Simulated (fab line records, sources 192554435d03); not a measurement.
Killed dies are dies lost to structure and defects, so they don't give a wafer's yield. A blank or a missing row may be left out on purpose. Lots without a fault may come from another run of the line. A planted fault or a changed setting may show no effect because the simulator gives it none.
Chamber matching | flow n5_finfet | N5_BEOL_M9_PECVD_70 on pecvd-02: 3 sister chambers
The step deposits SiO2 from TEOS/O2, target thk 20 nm, time 22.7 s. 14 wafers are shown with their chamber, then 7 later ones without.

WAFERS WITH THEIR CHAMBER
wafer  | chamber | heater_power_w (W) | showerhead_plenum_p_Torr (Torr) | rf_fwd_power_W (W)
L076.2 | 1       | 648                | 8.70                            | 445.5
L076.3 | 2       | 722                | 8.74                            | 441.0
L076.4 | 2       | 757                | 8.77                            | 441.3
L078.1 | 2       | 707                | 8.75                            | 441.7
L078.4 | 0       | 747                | 8.70                            | 447.6
L078.6 | 2       | 727                | 8.75                            | 441.8
L085.2 | 1       | 603                | 8.71                            | 443.0
L085.5 | 0       | 778                | 8.68                            | 446.1
L085.6 | 1       | 604                | 8.71                            | 442.7
L088.1 | 0       | 756                | 8.72                            | 441.4
L088.3 | 2       | 661                | 8.71                            | 442.4
L088.4 | 2       | 672                | 8.75                            | 442.2
L089.1 | 1       | 617                | 8.69                            | 442.4
L089.4 | 2       | 817                | 8.70                            | 442.0

SIGNATURES (means of the wafers above)
reading                  | chamber 0 | chamber 1 | chamber 2 | scatter within a chamber
heater_power_w           | 760.33    | 618.00    | 723.29    | 41.1
showerhead_plenum_p_Torr | 8.7000    | 8.7025    | 8.7386    | 0.0208
rf_fwd_power_W           | 445.033   | 443.400   | 441.771   | 1.61
Rule: a wafer's distance from a chamber is the root of the sum, over the readings, of the square of ((its reading less the chamber's mean) divided by the reading's scatter). The wafer belongs to the nearest chamber; if the next one is less than 2 further off, it can't be placed. The scatter: the root of (the sum of the squares of (reading less its chamber's mean) over the shown wafers, divided by (wafers less chambers)).

WAFERS WITHOUT THEIR CHAMBER
wafer  | heater_power_w (W) | showerhead_plenum_p_Torr (Torr) | rf_fwd_power_W (W)
L089.5 | 636                | 8.68                            | 443.7
L093.3 | 759                | 8.71                            | 443.6
L093.4 | 731                | 8.72                            | 444.1
L093.6 | 611                | 8.70                            | 445.3
L094.1 | 628                | 8.69                            | 441.9
L094.5 | 655                | 8.70                            | 444.0
L094.6 | 750                | 8.72                            | 443.4

WHICH CHAMBER EACH WENT THROUGH
wafer  | from the rows above          | in truth
L089.5 | 1                            | 1
L093.3 | can't be placed: 0 or 2      | 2
L093.4 | can't be placed: 0 or 2 or 1 | 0
L093.6 | 1                            | 1
L094.1 | 1                            | 1
L094.5 | can't be placed: 1 or 0 or 2 | 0
L094.6 | can't be placed: 0 or 2 or 1 | 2
Placed correctly: 3 of 7. Can't be placed from these rows: 4 (the true chamber is among the candidates in 4). Placed wrongly: 0.
